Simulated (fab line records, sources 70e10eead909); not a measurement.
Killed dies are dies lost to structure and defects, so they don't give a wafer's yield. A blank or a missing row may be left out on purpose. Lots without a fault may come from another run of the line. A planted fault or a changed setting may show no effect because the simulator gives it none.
A struck lot beside a sound one | flow nand_harc | 17 steps out of a route of 1302
Sound: wafers L752.2, L752.3, L752.6. Struck: wafers L742.1, L742.2, L742.6. The cause comes at the end.
At each step with rows: each side's tool, then ch and its chambers, then its first start. Under that, the readings that differ: sound wafers | struck wafers | difference of the means | sigmas: that difference in standard deviations of wafers without a fault.
alike: readings whose means differ by less than 2 such deviations, and words and numbers that are the same on both sides. not compared: withheld readings, readings that some wafer has no value for, bounds like >300 that may hide the same value, and numbers for which the record gives no deviation and whose values overlap.
The two part at a step that has a row with sigmas, a row that says differs or no value, or rows on one side only. Numbers that don't overlap but have no deviation are shown without sigmas and don't part them. A reading that every wafer of one side lacks parts them only if that side has two wafers or more.

NHARC_P_GATE_CD_MEAS_46: target cd 720 nm.
  sound on cd_sem-03 ch 0, day 12 01:02; struck on cd_sem-03 ch 0, day 7 13:11
  alike: cd_nm
then, 1 step without rows for these wafers: NHARC_P_GATE_HARDBAKE_47 (time 80 s).
NHARC_P_GATE_DESCUM_48: chemistry O2, time 3 s.
  sound on rie_diel-11 ch 1,2, day 12 01:11; struck on rie_diel-04 ch 1,3, day 7 13:21
  alike: chamber_pressure_mTorr, drypump_motor_current_A, oes_product_au, rf_vpp_V, showerhead_plenum_p_Torr, throttle_valve_pct
  not compared: rf_hours_counter_h
then, 1 step without rows for these wafers: NHARC_P_GATE_IMPLANT_49.
NHARC_P_GATE_STRIP_111: strips in N2/H2, time 250 s.
  sound on plasma_asher-01 ch 0,1, day 12 01:34; struck on plasma_asher-02 ch 0,1, day 7 13:43
  alike: drypump_motor_current_A, heater_power_w, rf_refl_power_W
  not compared: rf_hours_counter_h
NHARC_P_GATE_STRIP_75: strips in O2.
  sound on plasma_asher-01 ch 0,1, day 12 01:51; struck on plasma_asher-02 ch 0,1, day 7 14:01
  alike: drypump_motor_current_A, heater_power_w, rf_refl_power_W
  not compared: rf_hours_counter_h
then, 6 steps without rows for these wafers: NHARC_P_GATE_STRIP_50 (strips in SPM, time 900 s); NHARC_P_GATE_DEHYDRATE_51 (time 120 s); NHARC_P_GATE_HMDS_52 (time 30 s); NHARC_P_GATE_COAT_53; NHARC_P_GATE_SOFTBAKE_54 (time 95 s); NHARC_P_GATE_EBR_55.
NHARC_P_GATE_EXPOSE_56: exposes mask P PSD, target cd 720 nm.
  sound on krf_scanner-01 ch 0, day 12 02:38; struck on krf_scanner-01 ch 0, day 7 14:47
  reading | sound                   | struck                           | difference | sigmas
  mask    | P_PSD#0 P_PSD#0 P_PSD#0 | P_PSD_R1#0 P_PSD_R1#0 P_PSD_R1#0 | differs    |
then, 2 steps without rows for these wafers: NHARC_P_GATE_PEB_57 (peb time 85 s); NHARC_P_GATE_DEVELOP_58 (time 70 s).
NHARC_P_GATE_CD_MEAS_59: target cd 720 nm.
  sound on cd_sem-02 ch 0, day 12 02:47; struck on cd_sem-02 ch 0
  reading    | sound             | struck            | difference | sigmas
  cd_nm (nm) | 723.0 722.2 718.0 | 700.6 698.3 697.1 | -22.4      | -12
  not compared: hold
-- the record jumps here: 19 days lie between the struck wafers' starts before and after (it left off in module P_GATE and takes up again in module END, whose first step shown is number 1302 of the route) --
NHARC_END_SORT_01:
  the record has rows for the struck wafers here (prober-01 ch 0, day 26 07:58) and none for the sound ones

WHERE THEY PART
First at NHARC_P_GATE_EXPOSE_56; last, within this record, at NHARC_END_SORT_01.

WHY: what the simulator had put in
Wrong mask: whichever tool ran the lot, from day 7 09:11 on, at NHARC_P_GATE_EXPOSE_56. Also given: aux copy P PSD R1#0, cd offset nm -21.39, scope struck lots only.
